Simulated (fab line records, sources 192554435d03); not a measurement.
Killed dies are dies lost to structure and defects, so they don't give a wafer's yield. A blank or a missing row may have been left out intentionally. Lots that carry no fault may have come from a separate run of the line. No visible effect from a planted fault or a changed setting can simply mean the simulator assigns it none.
Chamber matching | flow n5-finfet | N5_GATE_CUT_STRIP_41 on rie-diel-03 has 4 sister chambers
The step strips in CF4. 8 wafers are shown with their chamber, then 11 later ones without.

EACH WAFER AND ITS CHAMBER
wafer  | chamber | drypump-motor-current-A (A) | showerhead-plenum-p-Torr (Torr)
L080.6 | 3       | 6.2                         | 1.74
L081.2 | 0       | 6.0                         | 1.71
L081.3 | 1       | 4.7                         | 1.84
L081.4 | 2       | 6.2                         | 1.73
L086.2 | 1       | 4.8                         | 1.83
L086.3 | 2       | 6.2                         | 1.73
L086.6 | 0       | 6.1                         | 1.71
L090.1 | 3       | 6.2                         | 1.74

WAFERS WITHOUT THEIR CHAMBER
wafer  | drypump-motor-current-A (A) | showerhead-plenum-p-Torr (Torr)
L090.3 | 6.2                         | 1.73
L090.4 | 6.1                         | 1.71
L094.1 | 6.1                         | 1.71
L094.5 | 6.2                         | 1.72
L094.6 | 4.7                         | 1.83
L096.1 | 6.2                         | 1.72
L096.4 | 6.1                         | 1.71
L096.5 | 6.2                         | 1.73
L097.1 | 6.1                         | 1.71
L097.3 | 6.2                         | 1.72
L097.5 | 4.7                         | 1.83

WHICH CHAMBER EACH ONE RAN IN
wafer  | from the rows above     | in truth
L090.3 | 2                       | 2
L090.4 | 0                       | 0
L094.1 | 0                       | 0
L094.5 | can't be placed: 2 or 0 | 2
L094.6 | 1                       | 1
L096.1 | can't be placed: 2 or 0 | 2
L096.4 | 0                       | 0
L096.5 | 2                       | 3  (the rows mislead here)
L097.1 | 0                       | 0
L097.3 | can't be placed: 2 or 0 | 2
L097.5 | 1                       | 1
Correctly placed: 7 of 11. Not placeable from these rows: 3 (in 3, the candidates include the true chamber). Number placed wrongly: 1.
How it was worked out, from the rows above alone: a wafer's distance from a chamber is the root of the sum, over the readings, of the square of ((its reading less the chamber's mean) divided by the reading's scatter). If the next closest chamber is less than 2 further off than the closest, the wafer can't be placed; otherwise it belongs to the closest. For every chamber, the mean is computed from those of its wafers that are shown. The scatter is the square root of a quotient: the sum, over the shown wafers, of each reading's squared deviation from its chamber's mean, divided by wafers minus chambers.
